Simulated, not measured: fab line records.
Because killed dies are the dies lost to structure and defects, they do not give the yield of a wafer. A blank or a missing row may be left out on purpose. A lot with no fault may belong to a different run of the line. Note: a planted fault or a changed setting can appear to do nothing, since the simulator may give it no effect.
Split-lot study | flow n5Finfet | 21 wafers read from 7 lots, route of 1938 steps

THE SPLIT
At N5_BEOL_M11_TRENCH_ETCH_37 (etches SiCOH lowk in C4F6/O2, target depth 148.83 nm, time 48 s), the setting timeS was moved away from the recipe's 48 s on 5 of the 21 wafers read, by +18.1% to +21.4%. For the rest of the wafers, this setting stayed at what the recipe calls for.

FROM THE SPLIT TO THE READING: what the file shows between them, 12 steps
- N5_BEOL_M11_ETCH_41: etches SiCN in CH3F/O2, target depth 42.6 nm, time 86 s
- N5_BEOL_M11_STRIP_77: strips in N2/H2, time 10 s
- N5_BEOL_M11_OCD_MEAS_38
- N5_BEOL_M11_DEGAS_44: time 60 s (also split here: tempC)
- N5_BEOL_M11_PRE_CLEAN_45: time 30 s
- N5_BEOL_M11_ALD_74: deposits TaN, target thk 2 nm, pulse time 2 s, purge time 3 s
- N5_BEOL_M11_ECD_50: material Cu, target thk 318 nm
- N5_BEOL_M11_ANNEAL_51: time 90 s
- N5_BEOL_M11_CMP_52: polishes, stops on SiCOH lowk, t overpolish 7 s, target thk 140 nm
- N5_BEOL_M11_THK_MEAS_53: measures by xrf
- N5_BEOL_M11_PRE_CLEAN_55: time 15 s
- N5_BEOL_M11_DEP_56: deposits SiCN from 3MS/NH3, target thk 30 nm, time 10.5 s

THE READING
M11_RS, in ohm/sq, at N5_BEOL_M11_RS_MEAS_57 (measures by four-point-probe). Typical for fault-free wafers on this fab line: 0.1507 ohm/sq, with standard deviation 0.0029 ohm/sq.

wafer  | tool, chamber at the split | timeS as run, s | against the recipe | M11_RS, ohm/sq | against lot-mates on the recipe
L076.1 | rieDiel-04, 3              | 48              | recipe             | 0.1467         | -
L076.5 | rieDiel-04, 0              | 56.78           | +18.3%             | 0.1222         | -0.0245
L076.6 | rieDiel-04, 1              | 56.78           | +18.3%             | 0.1248         | -0.0219
L077.2 | rieDiel-01, 3              | 48              | recipe             | 0.1531         | -
L077.4 | rieDiel-01, 1              | 48              | recipe             | 0.1469         | -
L077.6 | rieDiel-01, 2              | 58.27           | +21.4%             | 0.1205         | -0.0295
L079.2 | rieDiel-01, 1              | 48              | recipe             | 0.1518         | -
L079.3 | rieDiel-01, 3              | 48              | recipe             | 0.1547         | -
L079.4 | rieDiel-01, 2              | 48              | recipe             | 0.1523         | -
L085.2 | rieDiel-04, 3              | 48              | recipe             | 0.1481         | -
L085.3 | rieDiel-04, 1              | 57.52           | +19.8%             | 0.1209         | -0.0268
L085.4 | rieDiel-04, 0              | 48              | recipe             | 0.1473         | -
L086.2 | rieDiel-05, 2              | 48              | recipe             | 0.1521         | -
L086.4 | rieDiel-05, 3              | 48              | recipe             | 0.1485         | -
L086.6 | rieDiel-05, 2              | 48              | recipe             | 0.1511         | -
L088.2 | rieDiel-04, 3              | 48              | recipe             | 0.1486         | -
L088.5 | rieDiel-04, 3              | 48              | recipe             | 0.1495         | -
L088.6 | rieDiel-04, 0              | 48              | recipe             | 0.1528         | -
L096.1 | rieDiel-01, 2              | 48              | recipe             | 0.1540         | -
L096.2 | rieDiel-01, 3              | 48              | recipe             | 0.1534         | -
L096.4 | rieDiel-01, 1              | 56.69           | +18.1%             | 0.1260         | -0.0277

FIT RESULTS
A straight line over all 21 wafers: M11_RS changes by -0.00145 ohm/sq for each +1% of timeS; r = -0.98; the points scatter about the line by 0.0025 ohm/sq.
The same after taking each lot's own level away (the mean of its wafers on the recipe; 21 wafers): -0.00136 ohm/sq for each +1%; r = -0.99; scatter 0.0018 ohm/sq.
According to that fit, moving timeS by its largest amount changes the reading by 0.029 ohm/sq.
Across the lots, their own levels run from 0.14670 to 0.15370 ohm/sq, a range of 2.4 times the standard deviation given above.
Hence the lot-to-lot level has little effect on the slope; both slopes agree.
Check: for one of the wafers moved furthest among these (+21.4%), held out of the fit, the line's prediction against its lot-mates is -0.029 ohm/sq. It came out at -0.0295 ohm/sq against them.

ADDITIONAL SPLITS CARRIED BY THESE WAFERS
Before the reading, these wafers also passed through other splits. Each is held against what the fit with the lots' levels taken away leaves over:
other split on the same wafers | wafers away from the commonest value | r with M11_RS (lot level and that fit taken away)
N5_BEOL_M11_DEGAS_44 tempC     | 6                                    | -0.09

THE WHOLE CHAIN: every reading that the file lists as answering this split, in the file's order
step                       | what it does                                                       | reading                                                                          | change (the file's fit)                | r (the file's)
N5_BEOL_M11_TRENCH_ETCH_37 | etches SiCOH lowk in C4F6/O2, target depth 148.83 nm, time 48 s    | etch.depthNm (the simulator's own value, which no gauge read)                    | +1.5 nm for each +1% of the setting    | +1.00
N5_BEOL_M11_TRENCH_ETCH_37 | etches SiCOH lowk in C4F6/O2, target depth 148.83 nm, time 48 s    | BEOL_M11.featureDepthNm (the simulator's own value, which no gauge read)         | +1.5 nm for each +1% of the setting    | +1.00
N5_BEOL_M11_TRENCH_ETCH_37 | etches SiCOH lowk in C4F6/O2, target depth 148.83 nm, time 48 s    | TiN_of_BEOL_M11_HM_DEP_02.thkNm (the simulator's own value, which no gauge read) | -0.0364 nm for each +1% of the setting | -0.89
N5_BEOL_M11_OCD_MEAS_38    |                                                                    | trenchDepthNm                                                                    | +1.5 nm for each +1% of the setting    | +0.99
N5_BEOL_M11_CMP_52         | polishes, stops on SiCOH lowk, t overpolish 7 s, target thk 140 nm | Cu_of_BEOL_M11_ECD_50.thkNm (the simulator's own value, which no gauge read)     | +1.44 nm for each +1% of the setting   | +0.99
N5_BEOL_M11_THK_MEAS_53    | measures by xrf                                                    | M11_THK                                                                          | +1.41 for each +1% of the setting      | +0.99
N5_BEOL_M11_RS_MEAS_57     | measures by four-point-probe                                       | M11_RS                                                                           | -0.00138 for each +1% of the setting   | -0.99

THE FILE'S OWN FIT
M11_RS changes by -0.00138 ohm/sq for each +1% of timeS, r = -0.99.
